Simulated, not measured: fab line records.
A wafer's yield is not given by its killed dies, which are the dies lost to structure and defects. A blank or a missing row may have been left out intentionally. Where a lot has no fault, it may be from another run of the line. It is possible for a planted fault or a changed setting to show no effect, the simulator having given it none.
Chamber matching	flow nand harc	NHARC_A_CONTACT_DESCUM_13 on rie diel-08 has 4 sister chambers
The step chemistry O2, time 3 s. 16 wafers are shown with their chamber, then 8 later ones without.

## EACH WAFER AND ITS CHAMBER
wafer	chamber	showerhead plenum p Torr (Torr)	drypump motor current A (A)	oes product au (a.u.)
L075.1	0	1.94	5.6	0.964
L075.3	3	2.05	5.4	1.014
L075.6	1	1.91	5.8	1.007
L079.1	3	2.05	5.4	1.001
L079.4	0	1.94	5.6	0.968
L079.6	1	1.91	5.9	1.004
L077.2	2	1.92	5.1	0.990
L077.4	0	1.94	5.6	0.968
L077.5	0	1.94	5.6	0.969
L080.1	0	1.94	5.7	0.972
L080.2	1	1.91	5.8	0.999
L080.4	3	2.04	5.5	1.014
L084.2	3	2.04	5.4	1.016
L084.3	2	1.92	5.1	0.998
L084.5	3	2.04	5.4	1.014
L087.1	3	2.04	5.4	1.022

SIGNATURES (averages over the wafers above)
reading	chamber 0	chamber 1	chamber 2	chamber 3	scatter within a chamber
showerhead plenum p Torr	1.9400	1.9100	1.9200	2.0433	0.00333
drypump motor current A	5.620	5.833	5.100	5.417	0.0438
oes product au	0.96820	1.00333	0.99400	1.01350	0.00527
Rule: for a wafer and a chamber, the distance is found by dividing, reading by reading, the gap between the wafer's reading and the chamber's mean by the reading's scatter, squaring, summing and taking the root. If the next closest chamber is less than 2 further off than the closest, the wafer can't be placed; otherwise it belongs to the closest. How the scatter is found: for the shown wafers, subtract from each reading the mean of its chamber, square and add these, divide the total by (wafers less chambers), then take the root.

## WAFERS MISSING THEIR CHAMBER
wafer	showerhead plenum p Torr (Torr)	drypump motor current A (A)	oes product au (a.u.)
L087.5	1.94	5.7	0.981
L087.6	2.04	5.4	1.011
L086.1	2.04	5.5	1.022
L086.2	1.91	5.8	1.008
L086.5	2.04	5.4	1.018
L093.1	1.92	5.1	1.021
L093.2	2.04	5.4	1.017
L093.6	1.92	5.1	1.027

## WHICH CHAMBER EACH WENT THROUGH
wafer	from the rows above	in truth
L087.5	0	0
L087.6	3	3
L086.1	3	3
L086.2	1	1
L086.5	3	3
L093.1	2	2
L093.2	3	3
L093.6	2	2
8 of 8 placed correctly. Number that these rows cannot place: 0. 0 placed wrongly.
